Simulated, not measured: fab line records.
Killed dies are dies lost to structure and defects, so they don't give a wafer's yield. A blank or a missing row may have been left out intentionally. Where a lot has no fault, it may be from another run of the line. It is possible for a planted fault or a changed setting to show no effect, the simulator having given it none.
fab line records    flow n5_finfet
[record] lots = 7  wafers = 21
route steps=1938 shown BEOL_M1@761 BEOL_M2@843
start_h: start of the lot's first displayed wafer, in hours after the record's first day    wait_h: hours since the lot's step before    " as in the row above    L1.1+2: a row that stands for several wafers    - no value present, or no start provided    * or withheld: withheld    < > ~ a bound
route shown NAME@n: names a module that has steps shown in the file, with the first one's number in the route    usual: mean/standard deviation taken from wafers without a fault    same: alike in all rows    chamber/n: place in a boat    sites: each site's reading    _std_site: their standard deviation    _edge_site: inner sites' mean taken away from outer sites' mean    radius_mm: how far each site lies from the wafer's centre    mask NAME#n: copy n    behind: the last tool/chamber to shape the wafer    hold: what put the lot on hold/how long, in hours/how the hold closed    device: transistor that didn't switch, given as n, p or np    end of line: the route-end tests of the same wafers    a step without rows: its recipe alone    killed: the dies lost at the first sort to structure and to defects; this is not the yield of the wafer    map: shows each die of a wafer: x if killed, . if not, _ if none is there
set.NAME: the setting as run; set.NAME@STEP: as run at that earlier step    model.NAME: the simulator's own value behind a step, which no gauge read
lots where settings were altered on purpose, with a table for each step and a row for each wafer
[[steps]]
[step N5_BEOL_M1_EXPOSE_08]
[recipe] mask_id = M1  na = 0.33  source_shape = dipole  sigma_inner = 0.369  sigma_outer = 0.767  polarization = unpolarized  dose_mj = 33
lot.wafer   tool            chamber  start_h  wait_h  mask  set.dose_mj
L075.1+2+4  euv_scanner-02  0        127.79   -       M1#0  33
L079.3      euv_scanner-02  0        152.62   -       M1#0  33
L079.4+5    "               0        "        "       M1#0  33.94
L086.2+4    euv_scanner-02  0        202.62   -       M1#0  33
L086.6      "               0        "        "       M1#0  31.65
L087.3+5+6  euv_scanner-02  0        210.33   -       M1#0  33
L091.2+3    euv_scanner-02  0        223.85   -       M1#0  33
L091.4      "               0        "        "       M1#0  31.2
L095.1      euv_scanner-01  0        256.48   -       M1#0  33
L095.4+5    "               0        "        "       M1#0  35.4
L096.3+4+5  euv_scanner-01  0        261.75   -       M1#0  33
[step N5_BEOL_M1_PEB_09]
[recipe] peb_temp_c = 100  peb_time_s = 60  resist = CAR-EUV
[step N5_BEOL_M1_DEVELOP_10]
[recipe] develop_time_s = 30  developer = TMAH  resist = CAR-EUV  rinse_liquid = surfactant_rinse  dry = air_spin  dev_temp_c = 23
[step N5_BEOL_M1_CD_MEAS_11]
[recipe] target_cd_nm = 17.05  landing_energy_ev = 500  detector = se_inlens  polarity = opening
[usual] cd_nm = 17.11/0.24
lot.wafer  tool       chamber  start_h  wait_h  set.dose_mj@BEOL_M1_EXPOSE_08  cd_nm
L075.1     cd_sem-02  0        127.92   -       33                             16.86
L075.2     "          0        "        "       33                             17.35
L075.4     "          0        "        "       33                             16.69
L079.3     cd_sem-01  0        152.74   -       33                             16.98
L079.4     "          0        "        "       33.94                          17.79
L079.5     "          0        "        "       33.94                          17.65
L086.2     cd_sem-01  0        202.74   -       33                             17.09
L086.4     "          0        "        "       33                             17.04
L086.6     "          0        "        "       31.65                          15.86
L087.3     cd_sem-01  0        210.44   -       33                             17.36
L087.5     "          0        "        "       33                             17.05
L087.6     "          0        "        "       33                             17.09
L091.2     cd_sem-01  0        223.97   -       33                             17.01
L091.3     "          0        "        "       33                             17.02
L091.4     "          0        "        "       31.2                           15.63
L095.1     cd_sem-01  0        256.61   -       33                             17.24
L095.4     "          0        "        "       35.4                           18.32
L095.5     "          0        "        "       35.4                           18.44
L096.3     cd_sem-02  0        261.87   -       33                             17.14
L096.4     "          0        "        "       33                             16.58
L096.5     "          0        "        "       33                             16.91
[step N5_BEOL_M1_DESCUM_16]
[recipe] chemistry = O2  time_s = 7  source_power_w = 50  bias_power_w = 20  pressure_mtorr = 20  rf_frequency_hz = 2.712e+07  temp_c = 40  resist = CAR-EUV  o2_flow_sccm = 225
[step N5_BEOL_M1_ETCH_74]
[recipe] chemistry = N2/H2  target = underlayer  target_depth_a = 65  mask_material = CAR-EUV  time_s = 5.2  ion_energy_ev = 200  pressure_mtorr = 30  source_w = 840  bias_w = 150  n2_flow_sccm = 200  h2_flow_sccm = 200  ends = cleared
lot.wafer   tool         chamber  start_h  wait_h  set.dose_mj@BEOL_M1_EXPOSE_08  model.BEOL_M1.cd_offset_nm
L075.1+2+4  rie_diel-04  3,0,1    128.21   0.0     33                             0
L079.3      rie_diel-03  1        152.99   0.0     33                             0
L079.4      "            2        "        "       33.94                          0.6
L079.5      "            0        "        "       33.94                          0.8
L086.2      rie_diel-03  2        202.93   0.0     33                             -0.2
L086.4      "            0        "        "       33                             0
L086.6      "            1        "        "       31.65                          -1
L087.3+5+6  rie_diel-03  3,0,3    210.60   0.0     33                             0
L091.2+3    rie_diel-03  1,2      225.42   0.0     33                             0
L091.4      "            0        "        "       31.2                           -1
L095.1      rie_diel-03  0        256.76   0.0     33                             0.2
L095.4      "            2        "        "       35.4                           1.2
L095.5      "            1        "        "       35.4                           1.4
L096.3+5    rie_diel-01  2,3      262.03   0.0     33                             -0.2
L096.4      "            3        "        "       33                             0
[step N5_BEOL_M1_ETCH_63]
[recipe] chemistry = CF4  target = SiARC  target_depth_a = 156  mask_material = CAR-EUV  time_s = 26  ion_energy_ev = 80  pressure_mtorr = 40  source_w = 545  bias_w = 36  Ar_flow_sccm = 100  cf4_flow_sccm = 100  ends = cleared
lot.wafer  tool         chamber  start_h  wait_h  set.dose_mj@BEOL_M1_EXPOSE_08  model.BEOL_M1.cd_offset_nm
L075.1     rie_diel-04  3        128.23   0.0     33                             0.2
L075.2+4   "            0,1      "        "       33                             0
L079.3     rie_diel-03  1        153.01   0.0     33                             0.2
L079.4     "            2        "        "       33.94                          0.6
L079.5     "            0        "        "       33.94                          0.8
L086.2     rie_diel-03  2        202.95   0.0     33                             -0.4
L086.4     "            0        "        "       33                             -0.2
L086.6     "            1        "        "       31.65                          -1
L087.3+5   rie_diel-03  3,0      210.61   0.0     33                             0
L087.6     "            3        "        "       33                             -0.2
L091.2     rie_diel-03  1        225.44   0.0     33                             0
L091.3     "            2        "        "       33                             -0.2
L091.4     "            0        "        "       31.2                           -1
L095.1     rie_diel-03  0        256.78   0.0     33                             0.2
L095.4     "            2        "        "       35.4                           1.2
L095.5     "            1        "        "       35.4                           1.4
L096.3+4   rie_diel-01  2,3      262.04   0.0     33                             0
L096.5     "            3        "        "       33                             -0.2
[step N5_BEOL_M1_ETCH_64]
[recipe] chemistry = N2/H2  target = SOC  target_depth_a = 750  overetch_a = 150  mask_material = SiARC  temp_c = 40  time_s = 112.5  ion_energy_ev = 200  pressure_mtorr = 30  source_w = 840  bias_w = 150  n2_flow_sccm = 200  h2_flow_sccm = 200
lot.wafer  tool         chamber  start_h  wait_h  set.dose_mj@BEOL_M1_EXPOSE_08  model.BEOL_M1.cd_offset_nm
L075.1     rie_diel-04  3        128.26   0.0     33                             0
L075.2     "            0        "        "       33                             -0.2
L075.4     "            1        "        "       33                             -0.4
L079.3     rie_diel-03  1        153.04   0.0     33                             0.2
L079.4     "            2        "        "       33.94                          0.4
L079.5     "            0        "        "       33.94                          0.6
L086.2     rie_diel-03  2        202.98   0.0     33                             -0.4
L086.4     "            0        "        "       33                             -0.2
L086.6     "            1        "        "       31.65                          -1
L087.3     rie_diel-03  3        210.64   0.0     33                             0
L087.5     "            0        "        "       33                             0.2
L087.6     "            3        "        "       33                             -0.2
L091.2     rie_diel-03  1        225.46   0.0     33                             -0.2
L091.3     "            2        "        "       33                             -0.4
L091.4     "            0        "        "       31.2                           -1
L095.1     rie_diel-03  0        256.81   0.0     33                             0.2
L095.4     "            2        "        "       35.4                           1
L095.5     "            1        "        "       35.4                           1.4
L096.3     rie_diel-01  2        262.07   0.0     33                             0.2
L096.4     "            3        "        "       33                             -0.2
L096.5     "            3        "        "       33                             -0.4
[step N5_BEOL_M1_STRIP_65]
[recipe] chemistry = N2/H2  temp_c = 40  n2_flow_sccm = 200  h2_flow_sccm = 200  rf_frequency_hz = 6e+07
[step N5_BEOL_M1_STRIP_75]
[recipe] chemistry = N2/H2  temp_c = 40  n2_flow_sccm = 200  h2_flow_sccm = 200  rf_frequency_hz = 6e+07
[step N5_BEOL_M1_STRIP_66]
[recipe] chemistry = CF4  resist = SiARC  power_w = 300  bias_power_w = 75  pressure_mtorr = 50  cf4_flow_sccm = 150  rf_frequency_hz = 6e+07
[step N5_BEOL_M1_HM_OPEN_17]
[recipe] chemistry = Cl2/BCl3  target_depth_a = 200  overetch_a = 60  target = TiN  mask_material = SOC  ion_energy_ev = 150  pressure_mtorr = 10  icp_w = 1000  bias_w = 126  Cl2_flow_sccm = 53.25  bcl3_flow_sccm = 21.75  Ar_flow_sccm = 25
lot.wafer  tool          chamber  start_h  wait_h  set.dose_mj@BEOL_M1_EXPOSE_08  model.BEOL_M1.cd_offset_nm
L075.1     rie_metal-03  1        128.42   0.0     33                             0
L075.2+4   "             0        "        "       33                             -0.2
L079.3     rie_metal-03  0        153.24   0.1     33                             0.2
L079.4     "             1        "        "       33.94                          0.4
L079.5     "             0        "        "       33.94                          0.8
L086.2     rie_metal-03  1        203.15   0.0     33                             -0.4
L086.4     "             0        "        "       33                             0
L086.6     "             1        "        "       31.65                          -1
L087.3     rie_metal-03  0        210.84   0.1     33                             0
L087.5     "             0        "        "       33                             0.2
L087.6     "             1        "        "       33                             -0.2
L091.2     rie_metal-02  1        225.63   0.0     33                             -0.2
L091.3     "             1        "        "       33                             -0.4
L091.4     "             0        "        "       31.2                           -1
L095.1     rie_metal-01  1        256.98   0.0     33                             0.2
L095.4     "             1        "        "       35.4                           1.2
L095.5     "             0        "        "       35.4                           1.4
L096.3     rie_metal-02  0        262.27   0.1     33                             0.2
L096.4     "             1        "        "       33                             -0.2
L096.5     "             0        "        "       33                             -0.4
[step N5_BEOL_M1_STRIP_19]
[recipe] chemistry = O2  power_w = 400  temp_c = 40  pressure_mtorr = 30  rf_frequency_hz = 6e+07  bias_power_w = 0  overash_fraction = 0.2  o2_flow_sccm = 225
[step N5_BEOL_M1_CD_MEAS_18]
[recipe] pitch_nm = 36  target_cd_nm = 18
[usual] cd_nm = 18.06/0.29
lot.wafer  tool       chamber  start_h  wait_h  set.dose_mj@BEOL_M1_EXPOSE_08  cd_nm
L075.1     cd_sem-03  -        128.73   0.0     33                             17.86
L075.2     "          -        "        "       33                             17.72
L075.4     "          -        "        "       33                             17.64
L079.3     cd_sem-01  -        153.39   0.1     33                             18.03
L079.4     "          -        "        "       33.94                          18.45
L079.5     "          -        "        "       33.94                          18.66
L086.2     cd_sem-02  -        203.39   0.1     33                             17.67
L086.4     "          -        "        "       33                             17.95
L086.6     "          -        "        "       31.65                          16.91
L087.3     cd_sem-01  -        211.00   0.1     33                             18.03
L087.5     "          -        "        "       33                             18.42
L087.6     "          -        "        "       33                             17.70
L091.2     cd_sem-03  -        226.44   0.1     33                             17.91
L091.3     "          -        "        "       33                             17.61
L091.4     "          -        "        "       31.2                           17.15
L095.1     cd_sem-02  -        257.18   0.0     33                             17.99
L095.4     "          -        "        "       35.4                           19.09
L095.5     "          -        "        "       35.4                           19.62
L096.3     cd_sem-03  -        262.42   0.1     33                             18.07
L096.4     "          -        "        "       33                             18.19
L096.5     "          -        "        "       33                             17.72
[step N5_BEOL_M2_PECVD_72]
[recipe] material = SiO2  target_thk_a = 160  temp_c = 400  precursor = TEOS/O2  pressure_torr = 5.5  rf_w = 450  teos_flow_sccm = 53.8  gas = O2  flow_sccm = 3000  time_s = 18
lot.wafer   tool      chamber  start_h  wait_h  set.time_s  model.SiO2_of_BEOL_M2_PECVD_72.thk_nm
L075.1      pecvd-02  1        137.63   0.0     18          15.6
L075.2      "         2        "        "       18          15.8
L075.4      "         1        "        "       18          16
L079.3      pecvd-04  2        160.50   0.0     18          16
L079.4      "         1        "        "       16.25       15
L079.5      "         2        "        "       16.25       14.6
L086.2      pecvd-04  1        211.30   0.0     18          16
L086.4      "         1        "        "       18          16.4
L086.6      "         1        "        "       18          16.2
L087.3+5+6  pecvd-02  2,1,2    216.82   0.0     18          16.2
L091.2      pecvd-02  1        236.11   0.0     18          15.6
L091.3      "         0        "        "       18          15.8
L091.4      "         1        "        "       16.17       14.4
L095.1      pecvd-04  1        270.60   0.0     18          16.2
L095.4      "         0        "        "       18          16.4
L095.5      "         1        "        "       18          16.6
L096.3      pecvd-02  2        270.65   0.0     19.45       16.8
L096.4      "         0        "        "       18          16.2
L096.5      "         1        "        "       18          16
[step N5_BEOL_M2_HM_DEP_02]
[recipe] material = TiN  target_thk_a = 200  temp_c = 25  chamber_pressure_pa = 0.49996
lot.wafer   tool            chamber  start_h  wait_h  set.target_thk_a  model.TiN_of_BEOL_M2_HM_DEP_02.thk_nm
L075.1+2    pvd_sputter-01  -        140.34   2.7     200               19.8
L075.4      "               -        "        "       200               20
L079.3+4+5  pvd_sputter-03  -        161.18   0.7     200               19.6
L086.2+6    pvd_sputter-01  -        212.87   1.6     200               19.8
L086.4      "               -        "        "       200               20
L087.3      pvd_sputter-01  -        217.88   1.0     200               19.8
L087.5      "               -        "        "       200               19.6
L087.6      "               -        "        "       223.5             22
L091.2      pvd_sputter-01  -        237.45   1.3     176.9             17.4
L091.3+4    "               -        "        "       200               19.8
L095.1      pvd_sputter-02  -        270.85   0.2     200               20.2
L095.4+5    "               -        "        "       200               20
L096.3+4+5  pvd_sputter-01  -        270.97   0.3     200               20.2
[step N5_BEOL_M2_COAT_61]
[recipe] resist = SOC  temp_c = 250  time_s = 60  spin_rpm = 1500  resist_thk_nm = 60
[step N5_BEOL_M2_COAT_62]
[recipe] resist = SiARC  temp_c = 220  time_s = 60  spin_rpm = 1500  resist_thk_nm = 12
[step N5_BEOL_M2_STRIP_75]
[recipe] chemistry = N2/H2  temp_c = 40  n2_flow_sccm = 200  h2_flow_sccm = 200  rf_frequency_hz = 6e+07
[step N5_BEOL_M2_STRIP_66]
[recipe] chemistry = CF4  resist = SiARC  power_w = 300  bias_power_w = 75  pressure_mtorr = 50  cf4_flow_sccm = 150  rf_frequency_hz = 6e+07
[step N5_BEOL_M2_HM_OPEN_17]
[recipe] chemistry = Cl2/BCl3  target_depth_a = 200  overetch_a = 60  target = TiN  mask_material = SOC  ion_energy_ev = 150  pressure_mtorr = 10  icp_w = 1000  bias_w = 126  Cl2_flow_sccm = 53.25  bcl3_flow_sccm = 21.75  Ar_flow_sccm = 25
lot.wafer  tool          chamber  start_h  wait_h  set.target_thk_a@BEOL_M2_HM_DEP_02  model.etch.depth_nm
L075.1+2   rie_metal-02  0,1      141.11   0.0     200                                 19.88
L075.4     "             1        "        "       200                                 19.92
L079.3     rie_metal-03  1        162.35   0.1     200                                 19.68
L079.4     "             0        "        "       200                                 19.51
L079.5     "             0        "        "       200                                 19.64
L086.2+4   rie_metal-01  1        213.78   0.0     200                                 19.9
L086.6     "             1        "        "       200                                 19.84
L087.3     rie_metal-01  1        218.68   0.1     200                                 19.75
L087.5     "             0        "        "       200                                 19.62
L087.6     "             1        "        "       223.5                               21.97
L091.2     rie_metal-03  0        238.54   0.1     176.9                               17.42
L091.3     "             0        "        "       200                                 19.82
L091.4     "             0        "        "       200                                 19.72
L095.1     rie_metal-01  0        272.15   0.0     200                                 20.14
L095.4     "             0        "        "       200                                 20.04
L095.5     "             0        "        "       200                                 20.08
L096.3     rie_metal-02  1        272.32   0.1     200                                 20.24
L096.4     "             0        "        "       200                                 20.23
L096.5     "             0        "        "       200                                 20.14
[step N5_BEOL_M2_COAT_67]
[recipe] resist = SOC  temp_c = 250  time_s = 60  spin_rpm = 1500  resist_thk_nm = 60
lot.wafer  tool            chamber  start_h  wait_h  set.spin_rpm  model.SOC_of_BEOL_M2_COAT_67.thk_nm
L075.1+2   litho_track-03  0        141.33   0.0     1500          60.4
L075.4     "               0        "        "       1500          60.2
L079.3     litho_track-05  0        162.64   0.0     1500          60.4
L079.4+5   "               0        "        "       1376          62.8
L086.2+6   litho_track-05  0        214.24   0.0     1650          57.4
L086.4     "               0        "        "       1500          60.2
L087.3     litho_track-03  0        218.88   0.0     1625          57.8
L087.5     "               0        "        "       1625          57.6
L087.6     "               0        "        "       1500          60.2
L091.2+4   litho_track-04  0        238.84   0.0     1593          58
L091.3     "               0        "        "       1500          59.6
L095.1     litho_track-04  0        272.37   0.0     1500          60
L095.4     "               0        "        "       1422          61.8
L095.5     "               0        "        "       1422          61.4
L096.3     litho_track-03  0        272.51   0.0     1641          57.4
L096.4     "               0        "        "       1500          59.8
L096.5     "               0        "        "       1500          60.2
[[key]]
[split] step = N5_BEOL_M1_EXPOSE_08  setting = dose_mj  stated = 33  by = wafer
[response] step = N5_BEOL_M1_CD_MEAS_11  reading = cd_nm  change = +0.212  per = 1%  r = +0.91
[response] step = N5_BEOL_M1_ETCH_74  reading = model.BEOL_M1.cd_offset_nm  change = +0.178  per = 1%  r = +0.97
[response] step = N5_BEOL_M1_ETCH_63  reading = model.BEOL_M1.cd_offset_nm  change = +0.16  per = 1%  r = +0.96
[response] step = N5_BEOL_M1_ETCH_64  reading = model.BEOL_M1.cd_offset_nm  change = +0.138  per = 1%  r = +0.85
[response] step = N5_BEOL_M1_HM_OPEN_17  reading = model.BEOL_M1.cd_offset_nm  change = +0.151  per = 1%  r = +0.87
[response] step = N5_BEOL_M1_CD_MEAS_18  reading = cd_nm  change = +0.172  per = 1%  r = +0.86
[split] step = N5_BEOL_M2_PECVD_72  setting = time_s  stated = 18  by = wafer
[response] step = N5_BEOL_M2_PECVD_72  reading = model.SiO2_of_BEOL_M2_PECVD_72.thk_nm  change = +0.116  per = 1%  r = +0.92
[split] step = N5_BEOL_M2_HM_DEP_02  setting = target_thk_a  stated = 200  by = wafer
[response] step = N5_BEOL_M2_HM_DEP_02  reading = model.TiN_of_BEOL_M2_HM_DEP_02.thk_nm  change = +0.202  per = 1%  r = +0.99
[response] step = N5_BEOL_M2_HM_OPEN_17  reading = model.etch.depth_nm  change = +0.199  per = 1%  r = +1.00
[split] step = N5_BEOL_M2_COAT_67  setting = spin_rpm  stated = 1500  by = wafer
[response] step = N5_BEOL_M2_COAT_67  reading = model.SOC_of_BEOL_M2_COAT_67.thk_nm  change = -0.284  per = 1%  r = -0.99
